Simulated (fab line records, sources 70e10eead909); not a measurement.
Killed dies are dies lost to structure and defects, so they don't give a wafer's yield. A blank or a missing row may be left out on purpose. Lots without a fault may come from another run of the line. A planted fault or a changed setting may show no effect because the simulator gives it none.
Chamber matching | flow nand_harc | NHARC_P_CONTACT_ETCH_35 on rie_diel-08: 4 sister chambers
The step etches the open film in CF4, target depth 39 nm, time 65 s. 20 wafers are shown with their chamber, then 10 later ones without.

WAFERS WITH THEIR CHAMBER
wafer  | chamber | drypump_motor_current_A (A) | rf_vpp_V (V) | oes_product_au (a.u.)
L076.1 | 1       | 5.0                         | 151.8        | 1.007
L076.2 | 0       | 5.6                         | 152.7        | 1.002
L076.3 | 3       | 5.6                         | 153.4        | 1.005
L076.4 | 2       | 5.5                         | 150.5        | 1.026
L076.5 | 3       | 5.7                         | 151.5        | 1.001
L076.6 | 2       | 5.5                         | 149.1        | 1.017
L080.3 | 0       | 5.6                         | 149.5        | 1.003
L080.4 | 1       | 5.0                         | 151.0        | 1.013
L080.5 | 2       | 5.5                         | 150.4        | 1.004
L082.1 | 0       | 5.6                         | 151.4        | 1.018
L082.2 | 3       | 5.7                         | 151.8        | 1.000
L082.6 | 3       | 5.7                         | 153.0        | 0.998
L083.3 | 3       | 5.7                         | 151.2        | 1.004
L083.4 | 2       | 5.4                         | 151.2        | 1.015
L083.5 | 0       | 5.6                         | 151.1        | 1.012
L084.2 | 3       | 5.7                         | 152.7        | 1.012
L084.3 | 1       | 5.0                         | 150.1        | 1.010
L084.5 | 2       | 5.5                         | 150.2        | 1.010
L085.2 | 0       | 5.6                         | 152.7        | 1.010
L085.5 | 1       | 5.0                         | 150.0        | 1.001

SIGNATURES (means of the wafers above)
reading                 | chamber 0 | chamber 1 | chamber 2 | chamber 3 | scatter within a chamber
drypump_motor_current_A | 5.600     | 5.000     | 5.480     | 5.683     | 0.032
rf_vpp_V                | 151.480   | 150.725   | 150.280   | 152.267   | 0.983
oes_product_au          | 1.00900   | 1.00775   | 1.01440   | 1.00333   | 0.00636
Rule: a wafer's distance from a chamber is the root of the sum, over the readings, of the square of ((its reading less the chamber's mean) divided by the reading's scatter). The wafer belongs to the nearest chamber; if the next one is less than 2 further off, it can't be placed. The scatter: the root of (the sum of the squares of (reading less its chamber's mean) over the shown wafers, divided by (wafers less chambers)).

WAFERS WITHOUT THEIR CHAMBER
wafer  | drypump_motor_current_A (A) | rf_vpp_V (V) | oes_product_au (a.u.)
L085.6 | 5.6                         | 151.8        | 1.005
L086.3 | 5.0                         | 150.7        | 1.004
L086.4 | 5.5                         | 150.8        | 1.007
L086.5 | 5.7                         | 152.5        | 1.002
L088.2 | 5.7                         | 150.7        | 1.009
L088.3 | 5.6                         | 150.2        | 1.018
L088.5 | 5.5                         | 151.3        | 1.027
L094.1 | 5.6                         | 151.3        | 1.016
L094.4 | 5.0                         | 150.6        | 1.020
L094.5 | 5.6                         | 151.3        | 1.006

WHICH CHAMBER EACH WENT THROUGH
wafer  | from the rows above     | in truth
L085.6 | can't be placed: 0 or 3 | 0
L086.3 | 1                       | 1
L086.4 | can't be placed: 2 or 0 | 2
L086.5 | 3                       | 3
L088.2 | can't be placed: 3 or 0 | 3
L088.3 | can't be placed: 0 or 2 | 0
L088.5 | can't be placed: 2 or 0 | 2
L094.1 | 0                       | 0
L094.4 | 1                       | 1
L094.5 | 0                       | 0
Placed correctly: 5 of 10. Can't be placed from these rows: 5 (the true chamber is among the candidates in 5). Placed wrongly: 0.
